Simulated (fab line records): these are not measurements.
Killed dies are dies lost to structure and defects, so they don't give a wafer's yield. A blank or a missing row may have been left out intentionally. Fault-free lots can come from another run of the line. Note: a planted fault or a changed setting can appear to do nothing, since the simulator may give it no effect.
What tool caused it?    flow n5_finfet    10 lots with 28 wafers sampled at 4 steps, on a route of 1938 steps

== WHAT EACH GAUGE READ, for each wafer ==
N5_BEOL_M0_SAQP_CD_MEAS_14: the cd target is 42.5 nm.
lot   measured      on         cd_nm (nm)
L998  day 6 03:11   cd_sem-01  43.0 42.0 42.0
L101  day 6 20:32   cd_sem-03  42.6 42.3 42.0
L102  day 7 04:07   cd_sem-03  42.5 42.6
L103  day 7 10:56   cd_sem-03  42.9 42.6 42.4
L106  day 8 06:19   cd_sem-02  42.2 43.0 43.2
L107  day 8 13:53   cd_sem-01  42.5 42.0
L109  day 8 19:23   cd_sem-01  42.2 42.5 42.3
L112  day 9 12:40   cd_sem-01  37.6 42.3 42.5
L113  day 9 15:19   cd_sem-02  41.5 37.4 42.0
L119  day 11 07:56  cd_sem-03  41.9 41.9 42.4

== EACH LOT AND THE TOOL THAT RAN IT (in order: tool; ch and the chambers of the sampled wafers; start) ==
lot   N5_BEOL_M0_SAQP_HM_DEP_02     N5_BEOL_M0_SAQP_HM_DEP_111       N5_BEOL_M0_SAQP_EXPOSE_11
L998  pvd_sputter-02, day 6 02:22   pecvd-03 ch 0,1, day 6 02:44     arfi_scanner-03 ch 0, day 6 03:04
L101  pvd_sputter-02, day 6 19:44   pecvd-01 ch 0,2, day 6 20:06     arfi_scanner-01 ch 0, day 6 20:25
L102  pvd_sputter-03, day 7 03:25   pecvd-03 ch 1,2, day 7 03:49     arfi_scanner-01 ch 0, day 7 04:00
L103  pvd_sputter-02, day 7 10:15   pecvd-04 ch 0,1,2, day 7 10:37   arfi_scanner-01 ch 0, day 7 10:49
L106  pvd_sputter-01, day 8 05:38   pecvd-03 ch 0,2, day 8 06:00     arfi_scanner-01 ch 0, day 8 06:11
L107  pvd_sputter-02, day 8 13:02   pecvd-04 ch 1, day 8 13:26       arfi_scanner-02 ch 0, day 8 13:46
L109  pvd_sputter-03, day 8 18:34   pecvd-04 ch 0,1,2, day 8 18:56   arfi_scanner-01 ch 0, day 8 19:16
L112  pvd_sputter-02, day 9 11:53   pecvd-01 ch 0,1, day 9 12:21     arfi_scanner-01 ch 0, day 9 12:33
L113  pvd_sputter-01, day 9 14:37   pecvd-03 ch 0,2, day 9 14:59     arfi_scanner-01 ch 0, day 9 15:11
L119  pvd_sputter-03, day 11 07:08  pecvd-03 ch 0,1,2, day 11 07:30  arfi_scanner-03 ch 0, day 11 07:49
- N5_BEOL_M0_SAQP_HM_DEP_02: deposits TiN, target thk 12 nm.
- N5_BEOL_M0_SAQP_HM_DEP_111: deposits SiO2 from SiH4/N2O, target thk 12 nm, time 7.2 s.
- N5_BEOL_M0_SAQP_EXPOSE_11: exposes mask M0 CORE, target cd 42 nm.

== THE ANSWER, worked out from the rows above alone ==
Rule: what is usual is taken from the lots themselves. Put in order of their means at a reading, lots are off if they are a third of the lots or fewer, leave a main group of 4 or more, and stand apart from it by a gap of 3 or more times the standard deviation of the main group's means; of several such gaps the widest counts. A main group whose means are all the same, to the digits that the tables above print for the reading, isn't used. A lot without any number at a reading at which 4 lots or more have one is off too. All remaining lots with rows at the step are treated as sound.
Off, at N5_BEOL_M0_SAQP_CD_MEAS_14 on cd_nm: L112, L113. Mean 42.4 nm and standard deviation 0.22 in the main group.
A tool fits if, at a process step before that reading, it ran every lot that is off, and no sound lot after the first of them. The gauges at N5_BEOL_M0_SAQP_CD_MEAS_14 are tried like those tools. One fits: N5_BEOL_M0_SAQP_EXPOSE_11 on arfi_scanner-01. Its last sound lot is L109 (day 8 19:16), its first lot that is off L112 (day 9 12:33): a fault that began between those two fits.

== WHAT THE SIMULATOR HAD PUT IN ==
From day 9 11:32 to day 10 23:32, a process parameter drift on arfi_scanner-01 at N5_BEOL_M0_SAQP_EXPOSE_11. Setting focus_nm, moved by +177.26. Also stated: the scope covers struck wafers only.
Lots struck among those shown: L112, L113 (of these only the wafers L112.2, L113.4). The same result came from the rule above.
